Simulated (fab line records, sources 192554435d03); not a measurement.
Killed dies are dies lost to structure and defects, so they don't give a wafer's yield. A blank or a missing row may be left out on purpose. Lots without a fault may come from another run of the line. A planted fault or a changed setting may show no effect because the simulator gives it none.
Which tool did it? | flow n5_finfet | 9 lots, 27 wafers sampled, at 3 steps of a route of 1938

WHAT THE GAUGES READ, wafer by wafer
N5_BEOL_M1_INSPECT_30: inspects for defects (brightfield).
lot  | measured     | on                | raw_defect_count
L275 | day 6 09:40  | defect_inspect-01 | 404 350 431
L279 | day 7 08:44  | defect_inspect-01 | 253 542 507
L283 | day 8 09:04  | defect_inspect-01 | 389 380 374
L287 | day 9 14:43  | defect_inspect-01 | 379 360 415
L289 | day 9 23:27  | defect_inspect-02 | 1041 1035 1378
L292 | day 10 17:45 | defect_inspect-01 | 1014 954 1078
L293 | day 10 21:22 | defect_inspect-02 | 525 422 460
L294 | day 11 05:16 | defect_inspect-01 | 302 405 348
L296 | day 11 13:40 | defect_inspect-01 | 341 353 335

WHICH TOOL RAN EACH LOT (tool, then ch and the chambers of the sampled wafers, then the start)
lot  | N5_BEOL_M1_HM_DEP_02         | N5_BEOL_M1_STRIP_19
L275 | pvd_sputter-02, day 6 08:10  | rie_diel-01 ch 0,1,3, day 6 09:11
L279 | pvd_sputter-01, day 7 07:03  | rie_diel-01 ch 0,2,3, day 7 08:07
L283 | pvd_sputter-03, day 8 07:35  | rie_diel-01 ch 1,2,3, day 8 08:36
L287 | pvd_sputter-03, day 9 13:21  | rie_diel-03 ch 1,2,3, day 9 14:14
L289 | pvd_sputter-02, day 9 21:59  | rie_diel-01 ch 0,2,3, day 9 22:51
L292 | pvd_sputter-02, day 10 16:04 | rie_diel-01 ch 1,2, day 10 17:06
L293 | pvd_sputter-03, day 10 19:48 | rie_diel-06 ch 0,1,3, day 10 20:53
L294 | pvd_sputter-02, day 11 03:43 | rie_diel-06 ch 1,3, day 11 04:47
L296 | pvd_sputter-02, day 11 12:07 | rie_diel-03 ch 1,3, day 11 13:11
- N5_BEOL_M1_HM_DEP_02: deposits TiN, target thk 20 nm.
- N5_BEOL_M1_STRIP_19: strips in O2.

THE ANSWER, worked out from the rows above alone
Rule: what is usual is taken from the lots themselves. Put in order of their means at a reading, lots are off if they are a third of the lots or fewer, leave a main group of 4 or more, and stand apart from it by a gap of 3 or more times the standard deviation of the main group's means; of several such gaps the widest counts. A main group whose means are all the same, to the digits that the tables above print for the reading, isn't used. A lot without any number at a reading at which 4 lots or more have one is off too. The other lots that the step has rows for count as sound.
Off: L289, L292, at N5_BEOL_M1_INSPECT_30 (raw_defect_count). The main group: mean 394, standard deviation 41.
A tool fits if, at a process step before that reading, it ran every lot that is off, and no sound lot after the first of them. The gauges at N5_BEOL_M1_INSPECT_30 are tried like those tools. One fits: rie_diel-01 at N5_BEOL_M1_STRIP_19. Its last sound lot is L283 (day 8 08:36), its first lot that is off L289 (day 9 22:51): a fault that began between those two fits.

WHAT THE SIMULATOR HAD PUT IN
Chamber particle source: rie_diel-01, from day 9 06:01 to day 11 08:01, at N5_BEOL_M1_STRIP_19. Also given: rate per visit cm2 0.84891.
Lots struck among those shown: L289, L292. The rule above found the same.
